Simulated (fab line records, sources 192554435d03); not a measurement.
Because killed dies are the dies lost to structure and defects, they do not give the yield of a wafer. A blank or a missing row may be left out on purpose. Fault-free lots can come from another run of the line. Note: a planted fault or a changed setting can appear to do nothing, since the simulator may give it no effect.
What tool caused it? | flow n5Finfet | 9 lots, 27 wafers sampled, at 3 steps of a route of 1938

## WHAT EACH GAUGE READ, for each wafer
N5_ILD0_INSPECT_06: inspects for defects (darkfield).
lot  | measured    | on               | rawDefectCount
L616 | day 4 08:32 | defectInspect-02 | 74 39 45
L617 | day 4 11:01 | defectInspect-02 | 46 29 44
L618 | day 4 20:44 | defectInspect-02 | 41 30 136
L619 | day 4 22:51 | defectInspect-01 | 276 299 252
L620 | day 5 09:14 | defectInspect-02 | 264 297 270
L622 | day 5 16:44 | defectInspect-01 | 248 272 297
L630 | day 7 21:25 | defectInspect-01 | 36 23 15
L632 | day 8 08:37 | defectInspect-02 | 35 37 47
L636 | day 9 05:44 | defectInspect-01 | 47 62 69

## TOOL THAT RAN EACH LOT (tool first, then ch and the chambers of the sampled wafers, then the start)
lot  | N5_SD_ACTIVATION_RTA_00        | N5_ILD0_CMP_12
L616 | rtpAnneal-01 ch 0, day 4 01:33 | cmp-03 ch 0,1,2, day 4 08:13
L617 | rtpAnneal-01 ch 0, day 4 04:05 | cmp-03 ch 0,2,3, day 4 10:44
L618 | rtpAnneal-02 ch 0, day 4 13:23 | cmp-02 ch 0,2,3, day 4 20:28
L619 | rtpAnneal-01 ch 0, day 4 15:40 | cmp-03 ch 1,2,3, day 4 22:34
L620 | rtpAnneal-01 ch 0, day 5 01:40 | cmp-03 ch 1,2,3, day 5 09:02
L622 | rtpAnneal-02 ch 0, day 5 09:46 | cmp-03 ch 0,2,3, day 5 16:25
L630 | rtpAnneal-02 ch 0, day 7 12:53 | cmp-02 ch 0,3, day 7 21:06
L632 | rtpAnneal-02 ch 0, day 8 01:29 | cmp-03 ch 0,1,2, day 8 08:17
L636 | rtpAnneal-02 ch 0, day 8 22:47 | cmp-03 ch 0,3, day 9 05:27
- N5_SD_ACTIVATION_RTA_00: time 0 s.
- N5_ILD0_CMP_12: polishes SiNx, stops on poly-Si, t overpolish 6 s, target thk 17.67 nm.

## THE ANSWER, worked out from the rows above alone
Rule: usual is defined by the lots themselves. Put in order of their means at a reading, lots are off if they are a third of the lots or fewer, leave a main group of 4 or more, and stand apart from it by a gap of 3 or more times the standard deviation of the main group's means; of several such gaps the widest counts. Not used: any main group whose means are identical at the precision the tables above print for the reading. A lot without any number at a reading at which 4 lots or more have one is off too. The other lots that the step has rows for count as sound.
Off at N5_ILD0_INSPECT_06 (rawDefectCount): L619, L620, L622. The main group has a mean of 48 with a standard deviation of 15.
A tool fits if, at a process step before that reading, it ran every lot that is off, and no sound lot after the first of them. Those tools and the gauges at N5_ILD0_INSPECT_06 are tried in the same way. Not one of the candidates tried fits.

## WHAT THE SIMULATOR HAD INSERTED
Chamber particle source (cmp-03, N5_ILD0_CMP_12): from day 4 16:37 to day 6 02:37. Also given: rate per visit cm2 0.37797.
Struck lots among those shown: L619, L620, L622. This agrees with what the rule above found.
